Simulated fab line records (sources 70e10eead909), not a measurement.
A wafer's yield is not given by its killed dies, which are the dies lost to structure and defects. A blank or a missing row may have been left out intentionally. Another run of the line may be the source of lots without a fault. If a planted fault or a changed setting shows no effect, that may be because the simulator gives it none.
Chamber matching / flow nandHarc / NHARC_A_STAIRCASE_DESCUM_219 on rieDiel-08: 4 sister chambers
The step chemistry O2, time 3 s. 8 wafers are shown with their chamber, then 7 later ones without.

== WAFERS PAIRED WITH THEIR CHAMBERS ==
wafer=L074.3; chamber=0; drypumpMotorCurrentA (A)=5.4; showerheadPlenumPTorr (Torr)=1.90
wafer=L074.4; chamber=3; drypumpMotorCurrentA (A)=5.9; showerheadPlenumPTorr (Torr)=1.86
wafer=L080.5; chamber=0; drypumpMotorCurrentA (A)=5.5; showerheadPlenumPTorr (Torr)=1.90
wafer=L084.5; chamber=2; drypumpMotorCurrentA (A)=6.2; showerheadPlenumPTorr (Torr)=1.87
wafer=L087.2; chamber=3; drypumpMotorCurrentA (A)=5.9; showerheadPlenumPTorr (Torr)=1.85
wafer=L087.6; chamber=1; drypumpMotorCurrentA (A)=5.7; showerheadPlenumPTorr (Torr)=1.89
wafer=L094.2; chamber=2; drypumpMotorCurrentA (A)=6.2; showerheadPlenumPTorr (Torr)=1.86
wafer=L094.5; chamber=1; drypumpMotorCurrentA (A)=5.6; showerheadPlenumPTorr (Torr)=1.89

== WAFERS WITH NO CHAMBER GIVEN ==
wafer=L094.6; drypumpMotorCurrentA (A)=5.4; showerheadPlenumPTorr (Torr)=1.88
wafer=L095.1; drypumpMotorCurrentA (A)=6.2; showerheadPlenumPTorr (Torr)=1.86
wafer=L095.2; drypumpMotorCurrentA (A)=5.9; showerheadPlenumPTorr (Torr)=1.85
wafer=L095.6; drypumpMotorCurrentA (A)=5.5; showerheadPlenumPTorr (Torr)=1.88
wafer=L097.1; drypumpMotorCurrentA (A)=5.9; showerheadPlenumPTorr (Torr)=1.85
wafer=L097.3; drypumpMotorCurrentA (A)=5.7; showerheadPlenumPTorr (Torr)=1.89
wafer=L097.4; drypumpMotorCurrentA (A)=5.5; showerheadPlenumPTorr (Torr)=1.88

== THE CHAMBER EACH PASSED THROUGH ==
wafer=L094.6; from the rows above=can't be placed: 0 or 1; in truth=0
wafer=L095.1; from the rows above=2; in truth=2
wafer=L095.2; from the rows above=3; in truth=3
wafer=L095.6; from the rows above=can't be placed: 1 or 0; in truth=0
wafer=L097.1; from the rows above=3; in truth=3
wafer=L097.3; from the rows above=1; in truth=1
wafer=L097.4; from the rows above=can't be placed: 1 or 0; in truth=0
Correct placement for 4 of the 7. Can't be placed from these rows: 3 (the true chamber is among the candidates in 3). 0 placed wrongly.
How it was worked out, from the rows above alone: a wafer's distance from a chamber is the root of the sum, over the readings, of the square of ((its reading less the chamber's mean) divided by the reading's scatter). The wafer belongs to the nearest chamber; if the next one is less than 2 further off, it can't be placed. For every chamber, the mean is computed from those of its wafers that are shown. The scatter is the square root of a quotient: the sum, over the shown wafers, of each reading's squared deviation from its chamber's mean, divided by wafers minus chambers.
